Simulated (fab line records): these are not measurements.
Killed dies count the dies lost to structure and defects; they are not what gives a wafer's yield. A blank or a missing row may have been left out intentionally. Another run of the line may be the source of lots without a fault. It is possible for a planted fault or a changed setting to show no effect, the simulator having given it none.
Which tool did it? ; flow n5_finfet ; 24 lots, 72 wafers sampled, at 4 steps of a route of 1938

WHAT THE GAUGES SHOWED, per wafer
N5_BEOL_M4_CD_MEAS_18: pitch 36 nm, target cd 18 nm. Usual: 18.1 nm for cd_nm, sd 0.32.
lot;measured;on;cd_nm (nm);flag
L074;day 8 02:47;cd_sem-02;17.2 17.8 17.9;
L075;day 8 08:38;cd_sem-01;18.4 18.0 18.1;
L076;day 8 09:02;cd_sem-02;18.5 18.0 18.1;
L077;day 8 11:33;cd_sem-03;17.7 17.6 18.4;
L078;day 8 11:49;cd_sem-01;18.6 17.5 18.2;
L079;day 9 00:08;cd_sem-02;18.3 17.6 18.7;
L083;day 10 01:34;cd_sem-01;18.4 17.8 18.3;
L081;day 10 03:23;cd_sem-02;18.2 18.5 17.7;
L082;day 10 09:52;cd_sem-01;17.4 18.2 18.2;
L080;day 10 11:20;cd_sem-02;18.1 17.9 17.4;
L084;day 10 16:38;cd_sem-03;18.5 17.8 17.7;
L085;day 10 19:53;cd_sem-01;18.4 18.0 18.6;
L086;day 11 05:28;cd_sem-01;18.2 17.7 17.6;
L090;day 11 09:16;cd_sem-01;18.0 18.1 18.2;
L087;day 11 16:19;cd_sem-03;18.3 17.9 17.5;
L091;day 11 17:16;cd_sem-01;17.9 17.8 18.4;
L088;day 11 23:20;cd_sem-02;18.2 18.4 18.5;
L089;day 12 00:22;cd_sem-02;18.4 18.0 18.4;
L092;day 12 19:47;cd_sem-03;18.1 17.6 18.3;
L094;day 14 02:37;cd_sem-02;18.1 17.7 17.8;
L093;day 14 05:17;cd_sem-01;18.2 18.5 18.2;
L095;day 14 07:46;cd_sem-01;18.3 18.4 17.8;
L097;day 14 08:14;cd_sem-01;18.2 18.0 17.6;
L096;day 14 11:23;cd_sem-03;17.7 17.4 17.8;

N5_BEOL_M4_OVL_MEAS_29. Usual: V3_OVL gives -0.2 nm (standard deviation 0.71).
lot;measured;on;V3_OVL (nm);flag
L074;day 8 03:15;overlay-02;-0.1 0.5 0.1;
L075;day 8 08:59;overlay-02;-0.3 1.5 0.9;
L076;day 8 09:23;overlay-01;1.5 0.5 0.0;
L077;day 8 11:54;overlay-01;0.4 0.3 -0.1;
L078;day 8 12:18;overlay-02;-1.0 -0.3 -0.9;
L079;day 9 00:36;overlay-01;0.5 -0.1 -0.2;
L083;day 10 01:55;overlay-01;0.5 -0.7 -0.3;
L081;day 10 03:44;overlay-01;-1.4 -0.5 -0.8;
L082;day 10 10:21;overlay-01;0.3 -1.9 -1.6;
L080;day 10 11:42;overlay-01;-1.2 0.1 -0.9;
L084;day 10 17:07;overlay-01;-0.4 0.2 0.0;
L085;day 10 20:22;overlay-01;-0.1 -1.4 -1.7;
L086;day 11 05:49;overlay-02;-1.3 0.1 -1.6;
L090;day 11 09:37;overlay-01;-1.9 0.0 0.1;
L087;day 11 16:40;overlay-02;-0.6 1.7 -0.5;
L091;day 11 17:45;overlay-02;-0.3 -0.2 0.1;
L088;day 11 23:48;overlay-01;0.8 0.5 -0.1;
L089;day 12 00:51;overlay-02;0.2 -0.6 -0.1;
L092;day 12 20:08;overlay-02;-0.3 -1.0 -0.8;
L094;day 14 02:58;overlay-02;-0.3 -0.1 -0.2;
L093;day 14 05:38;overlay-01;-0.9 -1.0 -0.5;
L095;day 14 08:08;overlay-01;-0.5 -0.7 -0.2;
L097;day 14 08:35;overlay-02;-0.3 -0.8 -0.5;
L096;day 14 11:44;overlay-02;0.4 0.3 -0.4;

N5_BEOL_M4_OCD_MEAS_38. Usual: 55.7 nm for trench_depth_nm, sd 1.3.
lot;measured;on;trench_depth_nm (nm);flag
L074;day 8 04:38;ocd-01;56.0 55.4 55.8;
L075;day 8 15:22;ocd-02;54.4 52.6 52.9;
L076;day 8 22:46;ocd-02;54.0 54.9 54.2;
L077;day 8 23:08;ocd-01;53.7 54.7 53.6;
L078;day 8 23:30;ocd-01;53.5 56.2 55.8;
L079;day 9 05:11;ocd-01;56.2 54.9 54.9;
L083;day 10 09:56;ocd-02;57.4 56.5 56.7;
L081;day 10 11:19;ocd-02;56.7 56.6 57.0;
L082;day 10 14:58;ocd-02;55.6 52.5 54.4;
L080;day 10 15:37;ocd-02;57.1 56.6 56.5;
L084;day 10 20:41;ocd-02;56.6 56.4 56.6;
L085;day 11 01:23;ocd-02;57.7 55.9 57.5;
L086;day 11 18:37;ocd-01;57.4 57.7 55.7;
L090;day 11 23:19;ocd-02;55.5 54.9 56.5;
L087;day 12 14:40;ocd-01;55.5 55.6 55.3;
L091;day 11 22:59;ocd-02;55.7 54.2 55.3;
L088;day 12 19:40;ocd-02;57.3 55.5 57.6;
L089;day 12 23:56;ocd-01;56.2 58.2 56.3;
L092;day 13 21:33;ocd-02;52.8 55.0 55.8;
L094;day 14 13:29;ocd-02;56.8 53.9 55.9;
L093;day 14 16:42;ocd-01;54.3 57.3 54.5;
L095;day 14 21:27;ocd-02;56.7 56.2 56.2;
L097;day 14 16:42;ocd-02;56.1 58.3 56.6;
L096;day 14 19:49;ocd-01;56.2 56.4 56.1;

N5_BEOL_M4_CD_MEAS_35: target cd 18 nm, target cd y 22.4 nm. Usual: 18.1 nm for cd_nm, sd 0.36.
lot;measured;on;cd_nm (nm);flag
L074;day 8 04:47;cd_sem-01;17.3 17.8 17.7;
L075;day 8 15:31;cd_sem-03;18.3 18.2 18.2;
L076;day 8 22:55;cd_sem-01;18.4 17.9 17.9;
L077;day 8 23:17;cd_sem-01;18.1 17.8 18.4;
L078;day 8 23:39;cd_sem-01;18.5 17.8 18.3;
L079;day 9 05:20;cd_sem-03;18.3 17.4 18.5;
L083;day 10 10:06;cd_sem-02;18.3 17.8 18.4;
L081;day 10 11:28;cd_sem-01;18.4 18.4 18.3;
L082;day 10 15:07;cd_sem-02;17.7 18.3 18.0;
L080;day 10 15:46;cd_sem-01;17.8 18.3 17.6;
L084;day 10 20:51;cd_sem-03;18.2 18.1 17.7;
L085;day 11 01:32;cd_sem-02;18.2 18.1 19.0;
L086;day 11 18:46;cd_sem-01;18.7 17.5 17.9;
L090;day 11 23:28;cd_sem-03;17.9 18.1 17.8;
L087;day 12 14:49;cd_sem-01;18.7 17.6 17.6;
L091;day 11 23:08;cd_sem-01;18.4 17.9 18.3;
L088;day 12 19:50;cd_sem-02;18.5 18.5 18.2;
L089;day 13 00:05;cd_sem-03;18.8 18.4 18.4;
L092;day 13 21:43;cd_sem-03;18.0 17.9 18.0;
L094;day 14 13:39;cd_sem-03;17.5 17.9 17.6;
L093;day 14 16:52;cd_sem-02;18.2 18.3 18.5;
L095;day 14 21:36;cd_sem-01;18.3 18.3 17.7;
L097;day 14 16:51;cd_sem-03;18.0 17.5 17.7;
L096;day 14 19:58;cd_sem-01;18.4 17.3 17.9;

TOOL THAT RAN EACH LOT (tool first, then ch and the chambers of the sampled wafers, then the start)
The record shows no process step preceding these readings.

AS READ BY THE TOOLS THEMSELVES (means over the sampled wafers that have a number; for cases with no such wafer, the mark the record gives instead)
The record holds no such reading with a usual standard deviation.

THE ANSWER, worked out from the rows above alone
Rule: a lot is off if the mean of its wafers that have a number lies more than 3 standard deviations from the usual mean. A lot without any number at a reading at which 4 lots or more have one is off too. Any other lot the step has rows for is counted as sound. The gauges are gone through in route order, then the tools' own readings, and for those a lot's mean is taken as printed above. The first step at which some lot is off is used, and at that step the reading that is off furthest; a lot without a number counts as furthest.
None of the lots is off at any reading shown; this tells nothing.

WHAT THE SIMULATOR HAD PUT IN
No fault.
